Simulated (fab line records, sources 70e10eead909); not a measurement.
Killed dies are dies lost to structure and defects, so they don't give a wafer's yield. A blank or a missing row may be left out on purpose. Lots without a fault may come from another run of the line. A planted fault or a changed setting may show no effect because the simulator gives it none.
Which tool did it? | flow nand_harc | 11 lots, 33 wafers sampled, at 5 steps of a route of 1159

WHAT THE GAUGES READ, wafer by wafer
NHARC_END_SORT_01.
lot  | measured     | on        | killed_at_array
L815 | day 21 23:14 | prober-01 | 35 38 35
L819 | day 23 00:20 | prober-02 | 17 21 29

WHICH TOOL RAN EACH LOT (tool, then ch and the chambers of the sampled wafers, then the start)
lot  | NHARC_A_STAIRCASE_TRIM_200                    | NHARC_A_STAIRCASE_TRIM_202                    | NHARC_A_STAIRCASE_TRIM_220         | NHARC_A_STAIRCASE_ETCH_230
L805 | rie_diel-12 ch 1,3, day 11 04:43 or earlier   | rie_diel-12 ch 0,1,3, day 11 04:43 or earlier | rie_diel-12 ch 0,1,2, day 11 04:43 | rie_diel-12 ch 0,1, no start
L810 | rie_diel-12 ch 1,2,3, day 12 05:22 or earlier | rie_diel-12 ch 0,2,3, day 12 05:22 or earlier | rie_diel-03 ch 0,1,3, day 12 05:22 | rie_diel-03 ch 0,3, no start
L809 | rie_diel-08 ch 0,1,2, day 12 08:24 or earlier | rie_diel-08 ch 0,2, day 12 08:24 or earlier   | rie_diel-12 ch 0,1, day 12 08:24   | rie_diel-12 ch 2,3, no start
L812 | rie_diel-12 ch 0,1, day 13 10:25 or earlier   | rie_diel-12 ch 0,2,3, day 13 10:25 or earlier | rie_diel-12 ch 0,2, day 13 10:25   | rie_diel-12 ch 0,2,3, no start
L813 | rie_diel-08 ch 0,1,3, day 13 10:31 or earlier | rie_diel-08 ch 1,3, day 13 10:31 or earlier   | rie_diel-12 ch 1,2, day 13 10:31   | rie_diel-03 ch 1,2,3, no start
L814 | rie_diel-03 ch 0,1,3, day 13 17:50 or earlier | rie_diel-03 ch 0,1,2, day 13 17:50 or earlier | rie_diel-12 ch 0,1,2, day 13 17:50 | rie_diel-12 ch 1,2,3, no start
L815 | rie_diel-12 ch 0,3, day 13 18:44 or earlier   | rie_diel-12 ch 0,1,2, day 13 18:44 or earlier | rie_diel-03 ch 0,1,2, day 13 18:44 | rie_diel-03 ch 1,3, day 21 23:14 or earlier
L819 | rie_diel-03 ch 0,1,3, day 14 19:52 or earlier | rie_diel-03 ch 0,1,3, day 14 19:52 or earlier | rie_diel-08 ch 1,3, day 14 19:52   | rie_diel-08 ch 1,3, day 23 00:20 or earlier
L822 | rie_diel-12 ch 0,1,2, day 15 14:15 or earlier | rie_diel-12 ch 0,2, day 15 14:15 or earlier   | rie_diel-12 ch 0,2, day 15 14:15   | rie_diel-12 ch 0,1,2, no start
L826 | rie_diel-12 ch 0,1,3, day 16 12:27 or earlier | rie_diel-12 ch 0,2, day 16 12:27 or earlier   | rie_diel-03 ch 0,1,2, day 16 12:27 | rie_diel-12 ch 0,1,3, no start
L827 | rie_diel-03 ch 0,2, day 17 04:20 or earlier   | rie_diel-03 ch 0,2,3, day 17 04:20 or earlier | rie_diel-08 ch 0,2,3, day 17 04:20 | rie_diel-12 ch 0,1,2, no start
- NHARC_A_STAIRCASE_TRIM_200: chemistry O2, time 211.2 s.
- NHARC_A_STAIRCASE_TRIM_202: chemistry O2, time 211.2 s.
- NHARC_A_STAIRCASE_TRIM_220: chemistry O2, time 211.2 s.
- NHARC_A_STAIRCASE_ETCH_230: etches the open film in C4F8/O2, target depth 100 nm, time 40.5 s.

THE ANSWER, worked out from the rows above alone
Rule: what is usual is taken from the lots themselves. Put in order of their means at a reading, lots are off if they are a third of the lots or fewer, leave a main group of 4 or more, and stand apart from it by a gap of 3 or more times the standard deviation of the main group's means; of several such gaps the widest counts. A main group whose means are all the same, to the digits that the tables above print for the reading, isn't used. A lot without any number at a reading at which 4 lots or more have one is off too. The other lots that the step has rows for count as sound.
No lot is off at any reading shown: from this, nothing can be told.

WHAT THE SIMULATOR HAD PUT IN
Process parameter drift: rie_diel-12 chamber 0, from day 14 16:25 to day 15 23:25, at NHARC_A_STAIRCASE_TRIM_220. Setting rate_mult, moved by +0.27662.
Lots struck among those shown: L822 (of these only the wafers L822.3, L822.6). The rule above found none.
